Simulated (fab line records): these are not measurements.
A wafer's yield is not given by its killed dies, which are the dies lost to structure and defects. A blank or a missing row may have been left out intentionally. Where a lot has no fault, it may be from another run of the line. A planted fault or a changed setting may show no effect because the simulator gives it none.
fab line records :: flow n5_finfet
record
  lots=3
  wafers=9
  last_day=16
route steps=1938 shown FIN_SAQP@126 FIN_CUT@154 BEOL_M4@1111 PASSIVATION@1936
lots with no fault: from the same line, run without faults
start_h: start of the lot's first displayed wafer, in hours after the record's first day :: wait_h: time in hours since the lot's previous step :: " the same as in the row above :: L1.1+2: several wafers, shown together as one row :: - either no value or no given start :: * or withheld: withheld :: < > ~ a bound
route shown NAME@n: names a module that has steps shown in the file, with the first one's number in the route :: usual: mean and standard deviation over wafers with no fault :: same: alike in all rows :: chamber/n: place in a boat :: sites: each site's reading :: _std_site: how widely they spread, as a standard deviation :: _edge_site: outer sites' mean less inner sites' :: radius_mm: for every site, how far away it sits from the centre of the wafer :: mask NAME#n: copy n :: behind: tool/chamber where the wafer was last shaped :: hold: cause of the lot's hold/its duration in hours/its outcome :: device: names the non-switching transistor (n, p or np) :: end of line: the tests these same wafers got at the end of their route :: a step with no rows: only its recipe :: killed: dies lost to structure and defects at the first sort, not the wafer's yield :: map: shows each die of a wafer: x if killed, . if not, _ if none is there
set.NAME: setting as actually run; set.NAME@STEP: the setting as run at that earlier step :: model.NAME: the simulator's own value behind a step, which no gauge read
lots seen at some steps along the route; tables by step, rows by wafer
services: a tool's chamber out of use, with start hour (start_h, from the record's first day; less than 0 if before it), hours out, and reason
## steps
# step N5_FIN_SAQP_SPACER1_ETCHBACK_25
# recipe
  chemistry=CHF3/O2
  mode=anisotropic_etchback
  target=SiO2
  target_depth_a=244
  time_s=12.2
  pressure_mtorr=30
  source_w=650
  bias_w=170
  Ar_flow_sccm=200
  CHF3_flow_sccm=50
  O2_flow_sccm=5
  ion_energy_ev=200
# step N5_FIN_SAQP_MANDREL1_REMOVE_56
# recipe
  chemistry=HBr/Cl2/O2
  bt_time_s=10
  target=a-Si
  stop_on=SiNx
  endpoint=OES-SiCl
  over_etch_frac=1
  icp_w=600
  bias_w=22
  HBr_flow_sccm=150
  Cl2_flow_sccm=80
  O2_flow_sccm=5
  pressure_mtorr=10
# step N5_FIN_SAQP_ETCH_57
# recipe
  chemistry=CH3F/O2
  target=SiNx
  mask_material=SiO2
  target_depth_a=325
  time_s=46.4
  pressure_mtorr=30
  source_w=395
  bias_w=73
  Ar_flow_sccm=150
  CH3F_flow_sccm=30
  O2_flow_sccm=20
  ion_energy_ev=120
  ends=cleared
# step N5_FIN_SAQP_ETCH_65
# recipe
  chemistry=CF4
  target=SiO2
  target_depth_a=40
  ion_energy_ev=350
  time_s=4.4
  pressure_mtorr=10
  icp_w=800
  bias_w=400
  cf4_flow_sccm=80
# step N5_FIN_SAQP_MANDREL_ETCH_58
# recipe
  chemistry=HBr/Cl2
  target=a-Si
  target_depth_a=450
  bt_time_s=10
  stop_on=SiNx
  mask_material=SiO2
  over_etch_frac=0.8
  time_s=27
  pressure_mtorr=10
  icp_w=800
  bias_w=75
  HBr_flow_sccm=150
  Cl2_flow_sccm=80
  ends=end_point
# step N5_FIN_SAQP_RECESS_63
# recipe
  chemistry=HF/NH3
  target=SiO2
  target_depth_a=180
  afs_cycles=3
  temp_c=30
  sublimation_temp_c=180
  sublimation_time_s=60
# step N5_FIN_SAQP_COAT_68
# recipe
  resist=SOC
  temp_c=250
  time_s=60
  spin_rpm=1500
  resist_thk_nm=100
# step N5_FIN_SAQP_ETCH_69
# recipe
  chemistry=N2/H2
  target=SOC
  target_depth_a=1500
  stop_on=SiNx
  ion_energy_ev=100
  bias_w=61
  pressure_mtorr=30
  source_w=850
  n2_flow_sccm=200
  h2_flow_sccm=200
# step N5_FIN_SAQP_ETCH_67
# recipe
  chemistry=CH3F/O2
  target=SiNx
  target_depth_a=300
  mask_material=SOC
  pressure_mtorr=30
  source_w=395
  bias_w=73
  Ar_flow_sccm=150
  CH3F_flow_sccm=30
  O2_flow_sccm=20
  ion_energy_ev=120
# step N5_FIN_SAQP_STRIP_70
# recipe
  chemistry=N2/H2
  power_w=500
  temp_c=40
  pressure_mtorr=50
  rf_frequency_hz=6e+07
  overash_fraction=0.3
  bias_power_w=28
  h2_frac=0.5
  n2_flow_sccm=300
  h2_flow_sccm=300
# step N5_FIN_SAQP_RECESS_71
# recipe
  chemistry=HF/NH3
  target=SiO2
  target_depth_a=30
  afs_cycles=1
  temp_c=30
  sublimation_temp_c=180
  sublimation_time_s=60
# step N5_FIN_SAQP_SPACER2_ALD_28
# recipe
  material=SiO2
  target_thk_a=81
  temp_c=300
  ald_precursor_family=BDEAS
  ald_co_reactant=O2-plasma
  pulse_time_s=1
  purge_time_s=2
  co_reactant_purge_time_s=2
  pressure_torr=2
# usual
  heater_power_w=459/46
  precursor_pulse_height_rel=1.000/0.021
# same
  pulse_time_s=1
lot.wafer: L727.2
tool: ald_sin-02
chamber: 1
start_h: 80.96
wait_h: 0.1
heater_power_w: 509
precursor_pulse_height_rel: 1.003

lot.wafer: L727.3
tool: ald_sin-02
chamber: 3
start_h: 80.96
wait_h: 0.1
heater_power_w: 514
precursor_pulse_height_rel: 0.980

lot.wafer: L727.6
tool: ald_sin-02
chamber: 1
start_h: 80.96
wait_h: 0.1
heater_power_w: 508
precursor_pulse_height_rel: 1.019

lot.wafer: L730.2
tool: ald_sin-02
chamber: 1
start_h: 98.15
wait_h: 0.1
heater_power_w: 498
precursor_pulse_height_rel: 1.011

lot.wafer: L730.3
tool: ald_sin-02
chamber: 0
start_h: 98.15
wait_h: 0.1
heater_power_w: 408
precursor_pulse_height_rel: 0.997

lot.wafer: L730.4
tool: ald_sin-02
chamber: 2
start_h: 98.15
wait_h: 0.1
heater_power_w: 437
precursor_pulse_height_rel: 0.963

lot.wafer: L736.1
tool: ald_sin-04
chamber: 3
start_h: 135.27
wait_h: 0.1
heater_power_w: 406
precursor_pulse_height_rel: 1.000

lot.wafer: L736.3
tool: ald_sin-04
chamber: 2
start_h: 135.27
wait_h: 0.1
heater_power_w: 502
precursor_pulse_height_rel: 1.008

lot.wafer: L736.6
tool: ald_sin-04
chamber: 3
start_h: 135.27
wait_h: 0.1
heater_power_w: 417
precursor_pulse_height_rel: 1.038
# step N5_FIN_SAQP_SPACER2_ETCHBACK_29
# recipe
  chemistry=CHF3/O2
  mode=anisotropic_etchback
  target=SiO2
  target_depth_a=122
  time_s=6.1
  pressure_mtorr=30
  source_w=650
  bias_w=170
  Ar_flow_sccm=200
  CHF3_flow_sccm=50
  O2_flow_sccm=5
  ion_energy_ev=200
# step N5_FIN_SAQP_MANDREL2_REMOVE_60
# recipe
  chemistry=HBr/Cl2/O2
  bt_time_s=10
  target=a-Si
  stop_on=SiNx
  endpoint=OES-SiCl
  over_etch_frac=1
  icp_w=600
  bias_w=22
  HBr_flow_sccm=150
  Cl2_flow_sccm=80
  O2_flow_sccm=5
  pressure_mtorr=10
# step N5_FIN_SAQP_HM_OPEN_33
# recipe
  chemistry=CH3F/O2
  target=SiNx
  mask_material=SiO2
  target_depth_a=494
  time_s=70.6
  pressure_mtorr=30
  source_w=395
  bias_w=73
  Ar_flow_sccm=150
  CH3F_flow_sccm=30
  O2_flow_sccm=20
  ion_energy_ev=120
  ends=cleared
# step N5_FIN_SAQP_ETCH_34
# recipe
  chemistry=C4F6/O2
  target=SiO2
  target_depth_a=450
  time_s=15
  ion_energy_ev=250
  pressure_mtorr=30
  source_w=345
  bias_w=185
  Ar_flow_sccm=300
  C4F6_flow_sccm=10
  O2_flow_sccm=10
  ends=cleared
# step N5_FIN_SAQP_STRIP_77
# recipe
  chemistry=N2/H2
  time_s=90
  power_w=100
  temp_c=40
  pressure_mtorr=100
  rf_frequency_hz=6e+07
  bias_power_w=3
  n2_flow_sccm=300
  h2_flow_sccm=300
# step N5_FIN_SAQP_ETCH_64
# recipe
  chemistry=CF4
  target=SiO2
  target_depth_a=15
  ion_energy_ev=350
  pressure_mtorr=10
  icp_w=800
  bias_w=400
  cf4_flow_sccm=80
# step N5_FIN_SAQP_FIN_ETCH_36
# recipe
  chemistry=HBr/Cl2/O2
  target_depth_a=1200
  mask_material=SiNx
  time_s=50.4
  bias_w=102
  pressure_mtorr=10
  icp_w=800
  HBr_flow_sccm=150
  Cl2_flow_sccm=80
  O2_flow_sccm=12
# step N5_FIN_SAQP_PRECLEAN_38
# recipe
  chemistry=O3/DIW
  time_s=45
  temp_c=22
  o3_ppm=10
# step N5_FIN_SAQP_PRECLEAN_45
# recipe
  chemistry=dHF
  time_s=10
  dilution=500:1
  temp_c=25
# step N5_FIN_SAQP_SRD_39
# recipe
  dry=ipa_marangoni
  time_s=30
  temp_c=23
  rinse_liquid=diw
# step N5_FIN_SAQP_INSPECT_40
# recipe
  inspect_instrument=brightfield
  mode=aei
# usual
  raw_defect_count=223/70
lot.wafer: L727.2
tool: defect_inspect-01
chamber: -
start_h: 82.16
wait_h: 0.0
raw_defect_count: 155

lot.wafer: L727.3
tool: defect_inspect-01
chamber: -
start_h: 82.16
wait_h: 0.0
raw_defect_count: 147

lot.wafer: L727.6
tool: defect_inspect-01
chamber: -
start_h: 82.16
wait_h: 0.0
raw_defect_count: 152

lot.wafer: L730.2
tool: defect_inspect-01
chamber: -
start_h: 99.26
wait_h: 0.0
raw_defect_count: 235

lot.wafer: L730.3
tool: defect_inspect-01
chamber: -
start_h: 99.26
wait_h: 0.0
raw_defect_count: 251

lot.wafer: L730.4
tool: defect_inspect-01
chamber: -
start_h: 99.26
wait_h: 0.0
raw_defect_count: 746

lot.wafer: L736.1
tool: defect_inspect-02
chamber: -
start_h: 136.69
wait_h: 0.0
raw_defect_count: 281

lot.wafer: L736.3
tool: defect_inspect-02
chamber: -
start_h: 136.69
wait_h: 0.0
raw_defect_count: 150

lot.wafer: L736.6
tool: defect_inspect-02
chamber: -
start_h: 136.69
wait_h: 0.0
raw_defect_count: 217
# step N5_FIN_CUT_COAT_18
# recipe
  resist=SOC
  temp_c=250
  time_s=60
  spin_rpm=1500
  resist_thk_nm=230
# step N5_FIN_CUT_COAT_19
# recipe
  resist=SiARC
  temp_c=220
  time_s=60
  spin_rpm=1500
  resist_thk_nm=20
# step N5_FIN_CUT_COAT_29
# recipe
  resist=underlayer
  temp_c=205
  time_s=60
  spin_rpm=1500
  resist_thk_nm=10
# step N5_FIN_CUT_COAT_02
# recipe
  resist=CAR-EUV
  spin_rpm=1500
  resist_thk_nm=30
# step N5_FIN_CUT_EBR_04
# recipe
  solvent=PGMEA
  ebr_width_mm=1.5
# step N5_FIN_CUT_SOFTBAKE_03
# recipe
  temp_c=110
  time_s=60
  resist=CAR-EUV
# step N5_FIN_CUT_EXPOSE_05
# recipe
  mask_id=FIN_CUT
  na=0.33
  source_shape=annular
  sigma_inner=0.35
  sigma_outer=0.8
  polarization=unpolarized
  dose_mj=45.75
# step N5_FIN_CUT_PEB_06
# recipe
  peb_temp_c=100
  peb_time_s=60
  resist=CAR-EUV
# step N5_FIN_CUT_DEVELOP_07
# recipe
  develop_time_s=30
  developer=TMAH
  resist=CAR-EUV
  rinse_liquid=surfactant_rinse
  dry=air_spin
  dev_temp_c=23
# step N5_FIN_CUT_INSPECT_10
# recipe
  mode=adi
  inspect_instrument=brightfield
# usual
  raw_defect_count=42/11
lot.wafer: L727.2
tool: defect_inspect-01
chamber: -
start_h: 82.67
wait_h: 0.0
raw_defect_count: 32

lot.wafer: L727.3
tool: defect_inspect-01
chamber: -
start_h: 82.67
wait_h: 0.0
raw_defect_count: 32

lot.wafer: L727.6
tool: defect_inspect-01
chamber: -
start_h: 82.67
wait_h: 0.0
raw_defect_count: 28

lot.wafer: L730.2
tool: defect_inspect-02
chamber: -
start_h: 99.78
wait_h: 0.0
raw_defect_count: 50

lot.wafer: L730.3
tool: defect_inspect-02
chamber: -
start_h: 99.78
wait_h: 0.0
raw_defect_count: 40

lot.wafer: L730.4
tool: defect_inspect-02
chamber: -
start_h: 99.78
wait_h: 0.0
raw_defect_count: 582

lot.wafer: L736.1
tool: defect_inspect-01
chamber: -
start_h: 137.20
wait_h: 0.1
raw_defect_count: 42

lot.wafer: L736.3
tool: defect_inspect-01
chamber: -
start_h: 137.20
wait_h: 0.1
raw_defect_count: 35

lot.wafer: L736.6
tool: defect_inspect-01
chamber: -
start_h: 137.20
wait_h: 0.1
raw_defect_count: 41
# step N5_FIN_CUT_DESCUM_13
# recipe
  chemistry=O2
  time_s=7
  source_power_w=50
  bias_power_w=20
  pressure_mtorr=20
  rf_frequency_hz=2.712e+07
  temp_c=40
  resist=CAR-EUV
  o2_flow_sccm=225
# step N5_FIN_CUT_ETCH_30
# recipe
  chemistry=N2/H2
  target=underlayer
  target_depth_a=130
  mask_material=CAR-EUV
  time_s=10.4
  ion_energy_ev=200
  pressure_mtorr=30
  source_w=840
  bias_w=150
  n2_flow_sccm=200
  h2_flow_sccm=200
  ends=cleared
# step N5_FIN_CUT_INSPECT_17
# recipe
  inspect_instrument=brightfield
  mode=aei
# usual
  raw_defect_count=228/69
lot.wafer: L727.2
tool: defect_inspect-02
chamber: -
start_h: 83.62
wait_h: 0.0
raw_defect_count: 171

lot.wafer: L727.3
tool: defect_inspect-02
chamber: -
start_h: 83.62
wait_h: 0.0
raw_defect_count: 144

lot.wafer: L727.6
tool: defect_inspect-02
chamber: -
start_h: 83.62
wait_h: 0.0
raw_defect_count: 161

lot.wafer: L730.2
tool: defect_inspect-01
chamber: -
start_h: 101.10
wait_h: 0.0
raw_defect_count: 228

lot.wafer: L730.3
tool: defect_inspect-01
chamber: -
start_h: 101.10
wait_h: 0.0
raw_defect_count: 259

lot.wafer: L730.4
tool: defect_inspect-01
chamber: -
start_h: 101.10
wait_h: 0.0
raw_defect_count: 731

lot.wafer: L736.1
tool: defect_inspect-01
chamber: -
start_h: 138.15
wait_h: 0.0
raw_defect_count: 283

lot.wafer: L736.3
tool: defect_inspect-01
chamber: -
start_h: 138.15
wait_h: 0.0
raw_defect_count: 157

lot.wafer: L736.6
tool: defect_inspect-01
chamber: -
start_h: 138.15
wait_h: 0.0
raw_defect_count: 224
# step N5_BEOL_M4_RC_MEAS_101
# usual
  DIBL_N=36.3/1.4
  DIBL_P=36.2/1.5
  IOFF_N=0.160/0.021
  IOFF_P=0.211/0.027
  ION_N=676/7.7
  ION_P=463/5.5
  SS_N=71.4/0.57
  SS_P=73.3/0.58
  VT_N=249.3/2.5
  VT_P=-250.1/2.6
lot.wafer: L727.2
tool: prober-02
chamber: 0
start_h: 222.65
wait_h: 0.2
DIBL_N[mV/V]: 35.9
DIBL_P[mV/V]: 37.5
IOFF_N[nA/um]: 0.178
IOFF_P[nA/um]: 0.216
ION_N[uA/um]: 682
ION_P[uA/um]: 462
SS_N[mV/dec]: 72.0
SS_P[mV/dec]: 73.2
VT_N[mV]: 248.8
VT_P[mV]: -251.3

lot.wafer: L727.3
tool: prober-02
chamber: 0
start_h: 222.65
wait_h: 0.2
DIBL_N[mV/V]: 32.5
DIBL_P[mV/V]: 33.6
IOFF_N[nA/um]: 0.121
IOFF_P[nA/um]: 0.160
ION_N[uA/um]: 666
ION_P[uA/um]: 462
SS_N[mV/dec]: 71.4
SS_P[mV/dec]: 72.9
VT_N[mV]: 252.5
VT_P[mV]: -254.5

lot.wafer: L727.6
tool: prober-02
chamber: 0
start_h: 222.65
wait_h: 0.2
DIBL_N[mV/V]: 35.2
DIBL_P[mV/V]: 36.8
IOFF_N[nA/um]: 0.167
IOFF_P[nA/um]: 0.211
ION_N[uA/um]: 681
ION_P[uA/um]: 464
SS_N[mV/dec]: 71.8
SS_P[mV/dec]: 74.0
VT_N[mV]: 249.3
VT_P[mV]: -249.6

lot.wafer: L730.2
tool: prober-02
chamber: 0
start_h: 246.48
wait_h: 0.2
DIBL_N[mV/V]: 38.0
DIBL_P[mV/V]: 38.1
IOFF_N[nA/um]: 0.180
IOFF_P[nA/um]: 0.211
ION_N[uA/um]: 676
ION_P[uA/um]: 457
SS_N[mV/dec]: 72.7
SS_P[mV/dec]: 74.4
VT_N[mV]: 248.9
VT_P[mV]: -254.4

lot.wafer: L730.3
tool: prober-02
chamber: 0
start_h: 246.48
wait_h: 0.2
DIBL_N[mV/V]: 35.2
DIBL_P[mV/V]: 35.3
IOFF_N[nA/um]: 0.134
IOFF_P[nA/um]: 0.168
ION_N[uA/um]: 681
ION_P[uA/um]: 459
SS_N[mV/dec]: 71.3
SS_P[mV/dec]: 73.3
VT_N[mV]: 253.5
VT_P[mV]: -254.0

lot.wafer: L730.4
tool: prober-02
chamber: 0
start_h: 246.48
wait_h: 0.2
DIBL_N[mV/V]: 37.7
DIBL_P[mV/V]: 38.0
IOFF_N[nA/um]: 0.182
IOFF_P[nA/um]: 0.196
ION_N[uA/um]: 674
ION_P[uA/um]: 452
SS_N[mV/dec]: 72.8
SS_P[mV/dec]: 74.0
VT_N[mV]: 251.3
VT_P[mV]: -253.5

lot.wafer: L736.1
tool: prober-02
chamber: 0
start_h: 283.45
wait_h: 0.0
DIBL_N[mV/V]: 36.4
DIBL_P[mV/V]: 35.3
IOFF_N[nA/um]: 0.161
IOFF_P[nA/um]: 0.211
ION_N[uA/um]: 683
ION_P[uA/um]: 469
SS_N[mV/dec]: 70.4
SS_P[mV/dec]: 72.6
VT_N[mV]: 246.2
VT_P[mV]: -251.2

lot.wafer: L736.3
tool: prober-02
chamber: 0
start_h: 283.45
wait_h: 0.0
DIBL_N[mV/V]: 37.1
DIBL_P[mV/V]: 35.9
IOFF_N[nA/um]: 0.173
IOFF_P[nA/um]: 0.216
ION_N[uA/um]: 679
ION_P[uA/um]: 462
SS_N[mV/dec]: 71.5
SS_P[mV/dec]: 73.4
VT_N[mV]: 247.0
VT_P[mV]: -248.9

lot.wafer: L736.6
tool: prober-02
chamber: 0
start_h: 283.45
wait_h: 0.0
DIBL_N[mV/V]: 36.0
DIBL_P[mV/V]: 35.6
IOFF_N[nA/um]: 0.173
IOFF_P[nA/um]: 0.221
ION_N[uA/um]: 689
ION_P[uA/um]: 472
SS_N[mV/dec]: 71.1
SS_P[mV/dec]: 73.3
VT_N[mV]: 244.2
VT_P[mV]: -249.5
# step N5_PASSIVATION_PROBE_49
# usual
  defect_limited_yield=91.3/1.4
  killed_at_M0_to_M3=34/10
  killed_at_M4_up=13/4.8
  killed_at_contacts=12/6.1
  killed_at_front_end=40/11
  killed_at_other=3.7/2.8
  killed_dies=103/16
  killed_on_rim=13/3.6
  killed_open=67/12
  killed_short=34/7.4
  sort_bin_5_function=5.1/0.95
  sort_bin_6_memory=3.2/0.62
  sort_n_pass=1077/16
  sort_yield_pct=91.3/1.4
# same
  gross_dies=1180
  killed_at_back_side=0
  sort_bin_4_leakage[%]=0
  sort_bin_8_speed[%]=0
lot.wafer: L727.2
tool: prober-01
chamber: -
start_h: 323.49
wait_h: 0.1
defect_limited_yield[%]: 91.9
killed_at_M0_to_M3: 30
killed_at_M4_up: 16
killed_at_contacts: 13
killed_at_front_end: 31
killed_at_other: 6
killed_dies: 96
killed_on_rim: 10
killed_open: 66
killed_short: 27
sort_bin_5_function[%]: 4.2
sort_bin_6_memory[%]: 3.5
sort_n_pass: 1084
sort_yield_pct[%]: 91.9

lot.wafer: L727.3
tool: prober-01
chamber: -
start_h: 323.54
wait_h: 0.1
defect_limited_yield[%]: 92.0
killed_at_M0_to_M3: 26
killed_at_M4_up: 12
killed_at_contacts: 8
killed_at_front_end: 42
killed_at_other: 6
killed_dies: 94
killed_on_rim: 17
killed_open: 57
killed_short: 36
sort_bin_5_function[%]: 5.1
sort_bin_6_memory[%]: 2.6
sort_n_pass: 1086
sort_yield_pct[%]: 92.0

lot.wafer: L727.6
tool: prober-01
chamber: -
start_h: 323.69
wait_h: 0.3
defect_limited_yield[%]: 90.8
killed_at_M0_to_M3: 40
killed_at_M4_up: 15
killed_at_contacts: 10
killed_at_front_end: 42
killed_at_other: 1
killed_dies: 108
killed_on_rim: 16
killed_open: 79
killed_short: 27
sort_bin_5_function[%]: 4.8
sort_bin_6_memory[%]: 4.1
sort_n_pass: 1072
sort_yield_pct[%]: 90.8

lot.wafer: L730.2
tool: prober-01
chamber: -
start_h: 342.84
wait_h: 0.1
defect_limited_yield[%]: 91.4
killed_at_M0_to_M3: 37
killed_at_M4_up: 14
killed_at_contacts: 11
killed_at_front_end: 32
killed_at_other: 8
killed_dies: 102
killed_on_rim: 11
killed_open: 60
killed_short: 40
sort_bin_5_function[%]: 4.8
sort_bin_6_memory[%]: 3.4
sort_n_pass: 1078
sort_yield_pct[%]: 91.4

lot.wafer: L730.3
tool: prober-01
chamber: -
start_h: 342.89
wait_h: 0.1
defect_limited_yield[%]: 90.1
killed_at_M0_to_M3: 39
killed_at_M4_up: 9
killed_at_contacts: 17
killed_at_front_end: 49
killed_at_other: 3
killed_dies: 117
killed_on_rim: 18
killed_open: 83
killed_short: 34
sort_bin_5_function[%]: 5.5
sort_bin_6_memory[%]: 4.1
sort_n_pass: 1063
sort_yield_pct[%]: 90.1

lot.wafer: L730.4
tool: prober-01
chamber: -
start_h: 342.94
wait_h: 0.2
defect_limited_yield[%]: 84.7
killed_at_M0_to_M3: 28
killed_at_M4_up: 16
killed_at_contacts: 21
killed_at_front_end: 111
killed_at_other: 5
killed_dies: 181
killed_on_rim: 30
killed_open: 65
killed_short: 46
sort_bin_5_function[%]: 9.2
sort_bin_6_memory[%]: 4.2
sort_n_pass: 999
sort_yield_pct[%]: 84.7

lot.wafer: L736.1
tool: prober-01
chamber: -
start_h: 391.16
wait_h: 0.0
defect_limited_yield[%]: 89.2
killed_at_M0_to_M3: 39
killed_at_M4_up: 14
killed_at_contacts: 9
killed_at_front_end: 62
killed_at_other: 3
killed_dies: 127
killed_on_rim: 16
killed_open: 90
killed_short: 37
sort_bin_5_function[%]: 7.0
sort_bin_6_memory[%]: 3.5
sort_n_pass: 1053
sort_yield_pct[%]: 89.2

lot.wafer: L736.3
tool: prober-01
chamber: -
start_h: 391.26
wait_h: 0.1
defect_limited_yield[%]: 88.1
killed_at_M0_to_M3: 40
killed_at_M4_up: 18
killed_at_contacts: 19
killed_at_front_end: 52
killed_at_other: 12
killed_dies: 141
killed_on_rim: 16
killed_open: 87
killed_short: 50
sort_bin_5_function[%]: 6.3
sort_bin_6_memory[%]: 4.8
sort_n_pass: 1039
sort_yield_pct[%]: 88.1

lot.wafer: L736.6
tool: prober-01
chamber: -
start_h: 391.41
wait_h: 0.3
defect_limited_yield[%]: 88.5
killed_at_M0_to_M3: 48
killed_at_M4_up: 15
killed_at_contacts: 7
killed_at_front_end: 61
killed_at_other: 5
killed_dies: 136
killed_on_rim: 19
killed_open: 86
killed_short: 49
sort_bin_5_function[%]: 6.9
sort_bin_6_memory[%]: 4.2
sort_n_pass: 1044
sort_yield_pct[%]: 88.5
# killed by level:class
L727.2 BEOL_M2:geometric_particle:open=11 MOL_CONTACT_COAG:geometric_particle:open=10 STI_FIN_REVEAL:geometric_particle:open=9 FIN_SAQP:geometric_particle:open=7 BEOL_M0_SAQP:geometric_particle:short=6 BEOL_M0_SAQP:geometric_particle:open=5 GATE_CUT:geometric_particle:short=4 MOL_CONTACT_COAG:geometric_particle:short=3
L727.3 FIN_SAQP:geometric_particle:open=8 FIN_SAQP:geometric_particle:short=7 MOL_CONTACT_COAG:geometric_particle:open=6 BEOL_M0_SAQP:geometric_particle:short=6 BEOL_M0_SAQP:geometric_particle:open=6 SPACER0:geometric_particle:open=5 GATE_CUT:geometric_particle:short=5 BEOL_M2:geometric_particle:open=5
L727.6 FIN_SAQP:geometric_particle:open=12 BEOL_M3:geometric_particle:open=10 BEOL_M2:geometric_particle:open=10 STI_FIN_REVEAL:geometric_particle:open=8 BEOL_M0_SAQP:geometric_particle:open=7 MOL_CONTACT_COAG:geometric_particle:open=6 BEOL_M0_SAQP:geometric_particle:short=6 BEOL_M4:geometric_particle:open=5
L730.2 BEOL_M0_SAQP:geometric_particle:short=11 MOL_CONTACT_COAG:geometric_particle:open=10 BEOL_M0_SAQP:geometric_particle:open=9 FIN_SAQP:geometric_particle:open=8 FIN_SAQP:geometric_particle:short=7 STI_FIN_REVEAL:geometric_particle:open=6 BEOL_M7:geometric_particle:open=6 BEOL_M3:geometric_particle:open=5
L730.3 FIN_SAQP:geometric_particle:open=17 MOL_CONTACT_COAG:geometric_particle:open=16 BEOL_M0_SAQP:geometric_particle:open=9 STI_FIN_REVEAL:geometric_particle:open=8 FIN_SAQP:geometric_particle:short=6 BEOL_M2:geometric_particle:open=6 BEOL_M0_SAQP:geometric_particle:short=5 BEOL_M1:geometric_particle:open=5
L730.4 FIN_SAQP:unspecified=67 MOL_CONTACT_COAG:geometric_particle:open=15 BEOL_M0_SAQP:geometric_particle:short=11 FIN_SAQP:geometric_particle:short=9 FIN_SAQP:geometric_particle:open=7 STI_FIN_REVEAL:geometric_particle:open=6 BEOL_M4:geometric_particle:open=6 MOL_CONTACT_COAG:geometric_particle:short=5
L736.1 FIN_SAQP:geometric_particle:short=18 FIN_SAQP:geometric_particle:open=16 BEOL_M3:geometric_particle:open=16 STI_FIN_REVEAL:geometric_particle:open=13 MOL_CONTACT_COAG:geometric_particle:open=9 BEOL_M0_SAQP:geometric_particle:open=7 DUMMY_GATE:geometric_particle:open=5 BEOL_M4:geometric_particle:open=5
L736.3 MOL_CONTACT_COAG:geometric_particle:open=17 STI_FIN_REVEAL:geometric_particle:open=13 FIN_SAQP:geometric_particle:open=10 BEOL_M0_SAQP:geometric_particle:open=10 BEOL_M1:geometric_particle:short=10 BEOL_M0_SAQP:geometric_particle:short=9 FIN_SAQP:geometric_particle:short=8 BEOL_M4:geometric_particle:open=7
L736.6 STI_FIN_REVEAL:geometric_particle:open=14 BEOL_M0_SAQP:geometric_particle:short=13 BEOL_M0_SAQP:geometric_particle:open=13 FIN_SAQP:geometric_particle:short=11 FIN_SAQP:geometric_particle:open=10 BEOL_M2:geometric_particle:open=9 DUMMY_GATE:geometric_particle:open=8 BEOL_M3:geometric_particle:open=7
# map L730.4 (x killed, . not)
_________________...x........________________
______________.............x...._____________
___________........................__________
__________..x......x.x..........x..._________
________.x...x............x.x......x.._______
_______................................______
______.......x.................x.......x_____
_____....x..x...............xx...........____
____x....................................x___
___x.x.x.xx.x................x..xx.........__
___...................x......xx.........x..__
__........x........x........x..x........x..._
__.x.....................x............x.xx.x_
_...............x.x..........x.x.......xxxxxx
_....x..................x............xxxxxxxx
_.......................x...........x.xxxxxxx
_..............x..........x.......x.x.xxxxxxx
_...........x......................x..xxxxxxx
_..x...x.........x..x........x......xx.xxxxxx
_...........xx...x............x..x....xxxxxxx
_......x.x...........x.........x..x..xx.xxxxx
__.....................x...............xxxxx_
__.x......................x......x..x....xxx_
___..x...............x.......x.....x.......__
___........................x.x............x__
____....x.........x.x............x........___
_____...x..x...............x...........x.____
______.....xx............x.x............_____
_______x.....x....x.....x..............______
________.................x...x.x.....x_______
__________.x....x.x........x........_________
___________...x.x.x...........x....__________
______________.........x........_____________
_________________.x......x...________________
# map L727.6 (x killed, . not)
_________________.x...x......________________
______________.................._____________
___________x..............x...x....__________
__________...........x.x...........x_________
________...................x..x......x_______
_______..x.............................______
______....x..x.........................._____
_____..............x...............x.....____
____...xx.......x.........................___
___.........x....x.........x.x.........x...__
___....x......................x......x.x.x.__
__..........x...x...x............x..x....x.._
__.x............x.........xx................_
_.x..x..............x........................
_.......................................x....
_.................x...........x......x.....x.
_....x..x...x......x......x......xxx......x..
_.....................x..........x.x........x
_..............x..............x............xx
_................x..............x....x.......
_........x....xx........x........x...x.......
__........x..................x........x.x..._
__......x...........x............x.....x...._
___..xx......x.............x...............__
___....................x.xx................__
____................x..................x.x___
_____..............x..................x..____
______...............x.x................_____
_______xx.............x...............x______
________..x........................x.x_______
__________............x........x...._________
___________x......x.x........x.....__________
______________.................._____________
_________________............________________
## services
tool: ald_sin-02
chamber: 3
start_h: 71.18
hours: 6.8
kind: repair
## key
first_sign
  step=N5_FIN_SAQP_INSPECT_40
  reading=raw_defect_count
  direction=up
  sigmas=7.5
  usual=223
  struck=746
effect
  step=N5_FIN_CUT_INSPECT_10
  reading=raw_defect_count
  direction=up
  sigmas=48
  usual=42
  struck=582
effect
  step=N5_FIN_CUT_INSPECT_17
  reading=raw_defect_count
  direction=up
  sigmas=7.3
  usual=228
  struck=731
effect
  step=N5_PASSIVATION_PROBE_49
  reading=killed_at_front_end
  direction=up
  sigmas=6.6
  usual=40
  struck=111
more_kills_born_at
  N5_FIN_SAQP_SPACER2_ALD_28@ald_sin-02=67
met_at N5_FIN_SAQP_SPACER2_ALD_28
struck_wafers L730.4
fault
  kind=chamber_particle_source
  tool=ald_sin-02
  chamber=2
  onset_h=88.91
  steps=N5_FIN_SAQP_SPACER2_ALD_28
  rate_per_visit_cm2=0.8452
  end_h=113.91
